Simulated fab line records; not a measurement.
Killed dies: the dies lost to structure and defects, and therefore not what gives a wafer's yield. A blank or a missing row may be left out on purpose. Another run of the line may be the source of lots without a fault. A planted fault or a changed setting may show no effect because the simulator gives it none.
Split-lot experiment + flow n5Finfet + 21 wafers read from 7 lots, route of 1938 steps

THE SPLIT ITSELF
At N5_GATE_CUT_EXPOSE_10 (exposes mask GATE CUT, target cd 20 nm), the setting doseMj was moved away from the recipe's 43.25 on 7 of the 21 wafers read, by -6.5% to +4.6%. The other wafers ran this setting at the recipe's value.

FROM THE SPLIT TO THE READING: what the file shows between them, 2 steps
- N5_GATE_CUT_PEB_11: peb time 60 s
- N5_GATE_CUT_DEVELOP_12: develop time 30 s

THE READING
cdNm at N5_GATE_CUT_CD_MEAS_13, given in nm (cd target 20 nm). On this fab line, fault-free wafers typically give 19.95 nm with a standard deviation of 0.24 nm.

| wafer  | tool, chamber at the split | doseMj as run | against the recipe | cdNm, nm | against lot-mates on the recipe |
|--------|----------------------------|---------------|--------------------|----------|---------------------------------|
| L079.1 | euvScanner-01, 0           | 43.25         | recipe             | 20.09    | -                               |
| L079.3 | euvScanner-01, 0           | 43.25         | recipe             | 19.60    | -                               |
| L079.5 | euvScanner-01, 0           | 43.25         | recipe             | 19.78    | -                               |
| L082.2 | euvScanner-02, 0           | 43.25         | recipe             | 19.85    | -                               |
| L082.4 | euvScanner-02, 0           | 43.25         | recipe             | 19.95    | -                               |
| L082.5 | euvScanner-02, 0           | 43.25         | recipe             | 20.12    | -                               |
| L087.1 | euvScanner-02, 0           | 43.25         | recipe             | 20.16    | -                               |
| L087.3 | euvScanner-02, 0           | 45.22         | +4.6%              | 21.39    | +1.23                           |
| L087.4 | euvScanner-02, 0           | 45.22         | +4.6%              | 21.38    | +1.22                           |
| L091.3 | euvScanner-02, 0           | 43.25         | recipe             | 20.20    | -                               |
| L091.4 | euvScanner-02, 0           | 41.77         | -3.4%              | 19.06    | -1.14                           |
| L091.5 | euvScanner-02, 0           | 41.77         | -3.4%              | 18.93    | -1.27                           |
| L093.1 | euvScanner-02, 0           | 43.25         | recipe             | 20.24    | -                               |
| L093.2 | euvScanner-02, 0           | 43.25         | recipe             | 20.07    | -                               |
| L093.4 | euvScanner-02, 0           | 43.25         | recipe             | 20.13    | -                               |
| L094.1 | euvScanner-01, 0           | 43.25         | recipe             | 19.68    | -                               |
| L094.2 | euvScanner-01, 0           | 40.44         | -6.5%              | 18.09    | -1.68                           |
| L094.6 | euvScanner-01, 0           | 43.25         | recipe             | 19.87    | -                               |
| L096.2 | euvScanner-01, 0           | 45.08         | +4.2%              | 20.48    | +0.55                           |
| L096.4 | euvScanner-01, 0           | 45.08         | +4.2%              | 20.92    | +0.99                           |
| L096.5 | euvScanner-01, 0           | 43.25         | recipe             | 19.93    | -                               |

THE FIT
A straight line over all 21 wafers: cdNm changes by +0.266 nm for each +1% of doseMj; r = +0.95; the points scatter about the line by 0.23 nm.
The same after taking each lot's own level away (the mean of its wafers on the recipe; 21 wafers): +0.26 nm for each +1%; r = +0.97; scatter 0.18 nm.
Per that fit: largest doseMj move, reading shift of 1.7 nm.
From 19.775 to 20.200 nm: that is the span of the lots' own levels, equal to 1.8 times the standard deviation above.
Consequently the slope shifts little with the lot-to-lot level, the two slopes agreeing.
Check: -1.78 nm against its lot-mates is what the line predicts for one of the wafers moved furthest among these (-6.5%) when that wafer is left out of the fit. Against them it came out at -1.68 nm.

FURTHER SPLITS ON THESE WAFERS
Note: prior to the reading, these wafers also went through further splits. Each is held against what the fit with the lots' levels taken away leaves over:
| other split on the same wafers | wafers away from the commonest value | r with cdNm (lot level and that fit taken away) |
|--------------------------------|--------------------------------------|-------------------------------------------------|
| N5_SD_EPI_P_DESCUM_14 timeS    | 7                                    | +0.34                                           |
| N5_SDB_ALD_29 aldCycles        | 10                                   | -0.18                                           |

THE WHOLE CHAIN: every reading that the file lists as answering this split, in the file's order
| step                   | what it does                                                     | reading                                                        | change (the file's fit)               | r (the file's) |
|------------------------|------------------------------------------------------------------|----------------------------------------------------------------|---------------------------------------|----------------|
| N5_GATE_CUT_CD_MEAS_13 | target cd 20 nm                                                  | cdNm                                                           | +0.258 nm for each +1% of the setting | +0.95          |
| N5_GATE_CUT_DESCUM_18  | chemistry O2, time 7 s                                           | GATE_CUT.cdNm (the simulator's own value, which no gauge read) | +0.252 nm for each +1% of the setting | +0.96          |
| N5_GATE_CUT_ETCH_28    | etches underlayer in N2/H2, target depth 13 nm, time 10.4 s      | GATE_CUT.cdNm (the simulator's own value, which no gauge read) | +0.255 nm for each +1% of the setting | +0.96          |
| N5_GATE_CUT_HM_OPEN_40 | chemistry C4F6/O2, target SiO2, target depth 139 nm, time 85.1 s | GATE_CUT.cdNm (the simulator's own value, which no gauge read) | +0.281 nm for each +1% of the setting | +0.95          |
| N5_GATE_CUT_ETCH_19    | etches SiNx in CH3F/O2, target depth 53.7 nm, time 76.7 s        | GATE_CUT.cdNm (the simulator's own value, which no gauge read) | +0.273 nm for each +1% of the setting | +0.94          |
| N5_GATE_CUT_ETCH_47    | etches SiO2 in Cl2/BCl3, target depth 10 nm                      | GATE_CUT.cdNm (the simulator's own value, which no gauge read) | +0.24 nm for each +1% of the setting  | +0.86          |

THE FILE'S OWN FIT
cdNm changes by +0.258 nm for each +1% of doseMj, r = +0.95.
